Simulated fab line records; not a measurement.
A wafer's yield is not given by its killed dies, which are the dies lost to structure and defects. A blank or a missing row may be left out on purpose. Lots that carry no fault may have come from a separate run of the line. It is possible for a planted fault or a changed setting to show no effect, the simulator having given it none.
The same fault as seen by 2 desks + flow n5Finfet + each desk has only its own numbers; what lay behind them comes last

## TOOL OWNER'S DESK, pvdSputter-03
The tool's own readings at N5_BEOL_M12_SPUTTER_44 (material Ta, target thk 10 nm, time 16.13 s): means of the sampled wafers that have a number, for each lot that ran on this tool. If a lot's mean is further than 4 standard deviations from the usual mean, the lot is out of limits and carries the mark OUT (the distance appears in the brackets).
Columns: A = cathodeDcPowerW at N5_BEOL_M12_SPUTTER_44, usual 15000 W; B = throttleValvePct at N5_BEOL_M12_SPUTTER_44, usual 30.5 %
| lot  | first seen here | A                       | B    |
|------|-----------------|-------------------------|------|
| L493 | day 10 07:37    | 14998                   | 29.6 |
| L500 | day 12 01:19    | 15000                   | 30.2 |
| L505 | day 13 13:18    | 16005 (+99 or more) OUT | 30.1 |
This desk finds L505 out of limits, L505 being first, at day 13 13:18 (cathodeDcPowerW at N5_BEOL_M12_SPUTTER_44). Within limits: L493, L500.

## THE DEFECT DESK
Counts from the inspections along the route, per lot, as means over the sampled wafers that have a number. If a lot's mean is further than 4 standard deviations from the usual mean, the lot is out of limits and carries the mark OUT (the distance appears in the brackets).
Columns: A = rawDefectCount at N5_BEOL_M12_INSPECT_30, usual 1.9
| lot  | first seen here | A   |
|------|-----------------|-----|
| L493 | day 10 04:13    | 1.0 |
| L495 | day 10 20:31    | 1.7 |
| L498 | day 11 05:41    | 1.7 |
| L496 | day 11 05:50    | 1.7 |
| L497 | day 11 06:23    | 3.7 |
| L500 | day 11 23:26    | 3.0 |
| L505 | day 13 11:00    | 1.7 |
| L512 | day 14 20:44    | 1.7 |
| L511 | day 15 00:17    | 1.0 |
| L513 | day 15 14:47    | 1.0 |
| L515 | day 16 01:24    | 1.7 |
This desk's finding: nothing out of limits on any of the 11 lots.

## TAKEN TOGETHER
The tool owner's desk could have raised an alarm at day 13 13:18, on L505.
Nothing out of limits was seen by the defect desk.
The defect desk has L505 on record, within its limits.
N5_BEOL_M12_SPUTTER_44 was run on pvdSputter-03 by each of the lots named.

## WHAT WAS PUT IN BY THE SIMULATOR
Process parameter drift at N5_BEOL_M12_SPUTTER_44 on pvdSputter-03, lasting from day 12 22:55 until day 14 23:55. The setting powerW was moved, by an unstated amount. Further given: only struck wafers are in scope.
Shown lots that were struck: L505.
Hours from the fault's start to each desk's first reading out of limits: the tool owner's desk, 14.
